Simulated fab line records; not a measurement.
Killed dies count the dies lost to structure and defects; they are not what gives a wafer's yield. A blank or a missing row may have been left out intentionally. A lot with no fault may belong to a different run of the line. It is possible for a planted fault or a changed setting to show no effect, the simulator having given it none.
Chamber matching | flow nand-harc | NHARC_P_M2_ETCH_28 on rie-diel-05: 4 sister chambers
The step etches the open film in CF4/N2, target depth 30 nm, time 72.99 s. 8 wafers are shown with their chamber, then 7 later ones without.

WAFERS PAIRED WITH THEIR CHAMBERS
wafer  | chamber | showerhead-plenum-p-Torr (Torr) | drypump-motor-current-A (A)
L402.6 | 2       | 2.72                            | 5.7
L404.5 | 0       | 2.48                            | 5.3
L404.6 | 3       | 2.58                            | 6.3
L406.1 | 1       | 2.65                            | 6.3
L406.4 | 3       | 2.58                            | 6.3
L406.6 | 0       | 2.48                            | 5.3
L410.2 | 1       | 2.65                            | 6.3
L410.3 | 2       | 2.71                            | 5.8

WAFERS WITH NO CHAMBER GIVEN
wafer  | showerhead-plenum-p-Torr (Torr) | drypump-motor-current-A (A)
L410.5 | 2.71                            | 5.8
L420.4 | 2.71                            | 5.8
L420.5 | 2.48                            | 5.3
L420.6 | 2.58                            | 6.3
L421.3 | 2.58                            | 6.3
L421.4 | 2.71                            | 5.7
L421.5 | 2.65                            | 6.3

WHICH CHAMBER EACH WENT THROUGH
wafer  | from the rows above | in truth
L410.5 | 2                   | 2
L420.4 | 2                   | 2
L420.5 | 0                   | 0
L420.6 | 3                   | 3
L421.3 | 3                   | 3
L421.4 | 2                   | 2
L421.5 | 1                   | 1
Placed correctly: 7 of 7. Number that these rows cannot place: 0. Number placed wrongly: 0.
How it was worked out, from the rows above alone: a wafer's distance from a chamber is the root of the sum, over the readings, of the square of ((its reading less the chamber's mean) divided by the reading's scatter). If the next closest chamber is less than 2 further off than the closest, the wafer can't be placed; otherwise it belongs to the closest. Each chamber's mean is taken over the wafers shown for it. The scatter: the root of (the sum of the squares of (reading less its chamber's mean) over the shown wafers, divided by (wafers less chambers)).
